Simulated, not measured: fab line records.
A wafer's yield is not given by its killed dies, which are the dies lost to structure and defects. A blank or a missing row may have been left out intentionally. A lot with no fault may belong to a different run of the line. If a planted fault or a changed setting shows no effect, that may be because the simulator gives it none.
Which tool is to blame? ; flow n5Finfet ; 72 wafers from 24 lots sampled at 4 of the route's 1938 steps

WHAT THE GAUGES SHOWED, per wafer
N5_STI_FIN_REVEAL_THK_MEAS_05. Usual: thkNm reads 132.1 nm (standard deviation 1.4).
lot;measured;on;thkNm (nm);flag
L074;day 2 10:51;filmMetro-02;130.9 129.7 128.9;
L075;day 2 16:08;filmMetro-01;131.0 133.1 133.7;
L076;day 2 22:58;filmMetro-01;132.9 133.5 132.3;
L077;day 3 04:01;filmMetro-02;131.3 129.9 130.5;
L078;day 3 12:33;filmMetro-02;133.0 132.5 132.1;
L079;day 3 16:31;filmMetro-02;134.6 132.7 133.0;
L080;day 4 00:03;filmMetro-02;132.1 132.7 131.7;
L081;day 4 05:38;filmMetro-02;132.1 133.4 131.2;
L082;day 4 11:31;filmMetro-02;130.9 131.2 130.4;
L083;day 4 16:30;filmMetro-02;129.2 132.3 129.0;
L084;day 4 21:11;filmMetro-01;131.3 130.6 133.6;
L085;day 5 07:03;filmMetro-02;133.8 131.8 132.3;
L086;day 5 11:59;filmMetro-01;135.1 132.6 132.0;
L087;day 5 16:07;filmMetro-01;131.8 132.5 131.9;
L088;day 5 23:28;filmMetro-02;131.1 132.9 131.5;
L089;day 6 03:29;filmMetro-02;131.6 131.7 132.6;
L090;day 6 09:32;filmMetro-01;132.6 132.3 130.9;
L091;day 6 15:25;filmMetro-01;132.8 130.7 132.6;
L092;day 6 22:08;filmMetro-02;130.5 130.8 132.0;
L093;day 7 03:28;filmMetro-02;133.0 134.8 132.2;
L094;day 7 11:51;filmMetro-02;132.0 130.8 130.0;
L095;day 7 18:32;filmMetro-02;134.6 134.3 133.9;
L096;day 7 22:22;filmMetro-02;133.0 130.5 130.4;
L097;day 8 05:28;filmMetro-01;133.4 133.8 132.5;

N5_STI_FIN_REVEAL_INSPECT_13: inspects for defects (darkfield). Usual: rawDefectCount reads 12 (standard deviation 5.2).
lot;measured;on;rawDefectCount;flag
L074;day 2 14:09;defectInspect-02;27 14 11;
L075;day 2 19:28;defectInspect-02;14 11 10;
L076;day 3 02:19;defectInspect-02;6 18 9;
L077;day 3 07:32;defectInspect-02;20 9 8;
L078;day 3 15:52;defectInspect-02;12 7 9;
L079;day 3 19:47;defectInspect-02;24 10 17;
L080;day 4 03:20;defectInspect-02;25 10 18;
L081;day 4 08:59;defectInspect-02;6 14 9;
L082;day 4 14:52;defectInspect-02;11 16 19;
L083;day 4 19:55;defectInspect-01;26 12 9;
L084;day 5 00:38;defectInspect-02;15 8 18;
L085;day 5 10:24;defectInspect-02;7 11 6;
L086;day 5 15:16;defectInspect-01;13 5 10;
L087;day 5 19:47;defectInspect-01;13 10 14;
L088;day 6 02:57;defectInspect-01;7 17 15;
L089;day 6 06:50;defectInspect-01;14 8 12;
L090;day 6 13:29;defectInspect-01;13 10 20;
L091;day 6 18:44;defectInspect-01;10 10 11;
L092;day 7 01:39;defectInspect-01;10 6 5;
L093;day 7 08:53;defectInspect-01;9 11 10;
L094;day 7 15:29;defectInspect-01;11 13 19;
L095;day 7 22:19;defectInspect-01;18 7 24;
L096;day 8 02:10;defectInspect-02;10 26 8;
L097;day 8 08:46;defectInspect-02;11 6 8;

N5_DUMMY_GATE_OVL_MEAS_16. Usual: GATE_OVL typically reads -0.5 nm, with standard deviation 0.59.
lot;measured;on;GATE_OVL (nm);flag
L074;day 2 22:42;overlay-01;-0.6 -0.9 -0.4;
L075;day 3 05:22;overlay-02;0.4 -0.6 -0.4;
L076;day 3 11:00;overlay-02;-1.0 -1.7 -0.5;
L077;day 3 16:19;overlay-02;-0.3 0.0 0.0;
L078;day 4 00:31;overlay-01;-0.9 -0.5 -0.3;
L079;day 4 04:26;overlay-01;-1.0 -0.9 -0.7;
L080;day 4 11:52;overlay-02;0.4 0.3 -0.5;
L081;day 4 17:29;overlay-01;0.2 0.9 1.3;
L082;day 4 23:37;overlay-01;-0.9 -0.9 -0.2;
L083;day 5 04:34;overlay-02;-0.4 -1.4 -0.5;
L084;day 5 10:35;overlay-02;-0.5 -1.0 -0.7;
L085;day 5 19:03;overlay-02;-1.4 -0.8 -0.7;
L086;day 5 23:47;overlay-01;0.2 -1.0 -1.1;
L087;day 6 04:19;overlay-01;-0.9 -1.3 -0.3;
L088;day 6 11:43;overlay-02;-0.2 -0.3 -0.3;
L089;day 6 17:12;overlay-01;-0.5 -1.7 -1.4;
L090;day 6 23:50;overlay-02;-1.5 -1.1 -0.3;
L091;day 7 03:42;overlay-02;-0.7 0.1 -0.6;
L092;day 7 10:17;overlay-02;0.3 0.5 -0.5;
L093;day 7 19:21;overlay-02;-0.1 -1.2 -1.5;
L094;day 8 00:08;overlay-02;-0.2 -1.1 -1.1;
L095;day 8 07:01;overlay-01;-0.7 -0.8 -0.5;
L096;day 8 10:40;overlay-02;-0.4 0.3 -0.7;
L097;day 8 17:24;overlay-02;-0.5 -0.4 -0.5;

WHICH TOOL RAN EACH LOT (tool, then ch and the chambers of the sampled wafers, then the start)
lot;N5_STI_FIN_REVEAL_ETCH_34
L074;rieSi-06 ch 0,3, day 2 13:27
L075;rieSi-01 ch 0,2,3, day 2 18:47
L076;rieSi-04 ch 2,3, day 3 01:37
L077;rieSi-06 ch 0,1,3, day 3 06:45
L078;rieSi-01 ch 0,2,3, day 3 15:10
L079;rieSi-04 ch 0,2,3, day 3 19:06
L080;rieSi-04 ch 1,2,3, day 4 02:38
L081;rieSi-06 ch 1,2, day 4 08:14
L082;rieSi-06 ch 0,2,3, day 4 14:11
L083;rieSi-01 ch 0,2, day 4 19:13
L084;rieSi-06 ch 0,1,2, day 4 23:56
L085;rieSi-01 ch 0,1,2, day 5 09:42
L086;rieSi-01 ch 0,1,3, day 5 14:34
L087;rieSi-04 ch 1,2, day 5 19:05
L088;rieSi-06 ch 1,2,3, day 6 02:15
L089;rieSi-01 ch 0,3, day 6 06:08
L090;rieSi-06 ch 1,2,3, day 6 12:47
L091;rieSi-04 ch 2,3, day 6 18:01
L092;rieSi-06 ch 0,2,3, day 7 00:56
L093;rieSi-01 ch 0,2,3, day 7 06:04
L094;rieSi-01 ch 2,3, day 7 14:43
L095;rieSi-01 ch 0,3, day 7 21:25
L096;rieSi-06 ch 0,1,2, day 8 01:28
L097;rieSi-04 ch 0,1,2, day 8 08:04
- N5_STI_FIN_REVEAL_ETCH_34: etches Si in H2, material Si, target depth 0.97 nm.

WHAT THE TOOLS THEMSELVES READ (means of the sampled wafers that have a number; where no wafer has one, the mark that the record gives instead)
N5_STI_FIN_REVEAL_ETCH_34. Usual: drypumpMotorCurrentA 5.7 A, standard deviation 0.45; oesProductAu 0.992 a.u., standard deviation 0.0097; throttleValvePct 25.5 %, standard deviation 0.44.
lot;tool;drypumpMotorCurrentA (A);oesProductAu (a.u.);throttleValvePct (%);flag
L074;rieSi-06;5.6;0.994;25.5;
L075;rieSi-01;5.5;0.990;25.4;
L076;rieSi-04;6.2;1.005;25.2;
L077;rieSi-06;5.5;0.990;25.5;
L078;rieSi-01;5.6;0.985;25.4;
L079;rieSi-04;5.9;0.997;25.8;
L080;rieSi-04;5.8;0.993;25.4;
L081;rieSi-06;5.7;0.994;25.6;
L082;rieSi-06;5.4;0.993;25.8;
L083;rieSi-01;5.6;0.984;25.2;
L084;rieSi-06;5.4;0.994;25.7;
L085;rieSi-01;5.9;0.998;25.2;
L086;rieSi-01;5.9;0.988;25.4;
L087;rieSi-04;6.1;1.004;24.9;
L088;rieSi-06;5.8;0.996;25.6;
L089;rieSi-01;5.5;0.991;25.6;
L090;rieSi-06;5.8;1.000;25.6;
L091;rieSi-04;5.9;0.992;25.7;
L092;rieSi-06;5.4;1.001;25.8;
L093;rieSi-01;5.6;0.986;25.4;
L094;rieSi-01;5.3;0.986;25.5;
L095;rieSi-01;5.8;0.981;25.5;
L096;rieSi-06;5.4;0.993;25.7;
L097;rieSi-04;5.8;0.989;25.5;

THE ANSWER, worked out from the rows above alone
Rule: a lot counts as off when the mean over its wafers that have a number is more than 3 standard deviations away from the usual mean. A lot without any number at a reading at which 4 lots or more have one is off too. All remaining lots with rows at the step are treated as sound. The gauges are gone through in route order, then the tools' own readings, and for those a lot's mean is taken as printed above. The first step at which some lot is off is used, and at that step the reading that is off furthest; a lot without a number counts as furthest.
None of the lots is off at any reading shown; this tells nothing.

WHAT THE SIMULATOR HAD PUT IN
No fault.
